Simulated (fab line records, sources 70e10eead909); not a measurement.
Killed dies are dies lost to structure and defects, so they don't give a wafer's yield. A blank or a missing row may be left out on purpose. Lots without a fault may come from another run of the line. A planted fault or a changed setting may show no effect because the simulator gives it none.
One fault seen from 2 desks | flow nand_harc | each desk has only its own numbers; what lay behind them comes last

THE METROLOGY DESK
What the gauges read, lot by lot, whatever tool the lot ran on: means of the sampled wafers that have a number. A lot is out of limits, marked OUT, if its mean lies more than 4 standard deviations from the usual mean; the brackets give that distance.
Columns: A = overlay_x_nm at NHARC_HYBRID_BOND_OVL_MEAS_05, usual 6 nm; B = overlay_y_nm at NHARC_HYBRID_BOND_OVL_MEAS_05, usual -1 nm
lot  | first seen here | A   | B
L201 | day 24 14:28    | -2  | -27
L202 | day 25 09:37    | 15  | 50
L204 | day 25 20:26    | 4   | -20
L206 | day 26 15:38    | 17  | 0
L207 | day 26 15:38    | 0   | -5
L208 | day 27 15:34    | 20  | -1
L217 | day 30 13:01    | 8   | -29
L216 | day 30 13:01    | -22 | -7
L219 | day 31 13:44    | 28  | -2
L218 | day 31 22:55    | -5  | -6
L221 | day 33 10:37    | -16 | 0
L223 | day 33 10:37    | 2   | 1
L220 | day 33 15:11    | 15  | -5
This desk's finding: nothing out of limits on any of the 13 lots.

THE TOOL OWNER'S DESK: ald_sin_batch-03
The tool's own readings at NHARC_A_CHANNEL_FILL_D1_ALD_03 (deposits SiNx, target thk 6 nm, pulse time 60 s, ald cycles 58): means of the sampled wafers that have a number, for each lot that ran on this tool. A lot is out of limits, marked OUT, if its mean lies more than 4 standard deviations from the usual mean; the brackets give that distance.
Columns: A = chamber_pressure_Torr at NHARC_A_CHANNEL_FILL_D1_ALD_03, usual 2.000 Torr; B = precursor_pulse_height_rel at NHARC_A_CHANNEL_FILL_D1_ALD_03, usual 1.000
lot  | first seen here | A     | B
L204 | day 10 13:31    | 2.002 | 1.011
L206 | day 11 08:59    | 2.002 | 0.987
L207 | day 11 20:53    | 2.004 | 0.998
L208 | day 12 06:22    | 2.002 | 0.987
L216 | day 15 16:08    | 2.004 | 1.007
L217 | day 15 16:08    | 1.999 | 1.003
L220 | day 17 13:20    | 2.003 | 1.013
L223 | day 18 16:14    | 1.995 | 0.995
This desk's finding: nothing out of limits on any of the 8 lots.

PUT TOGETHER
The metrology desk saw nothing out of limits.
The tool owner's desk saw nothing out of limits.

WHAT THE SIMULATOR HAD PUT IN
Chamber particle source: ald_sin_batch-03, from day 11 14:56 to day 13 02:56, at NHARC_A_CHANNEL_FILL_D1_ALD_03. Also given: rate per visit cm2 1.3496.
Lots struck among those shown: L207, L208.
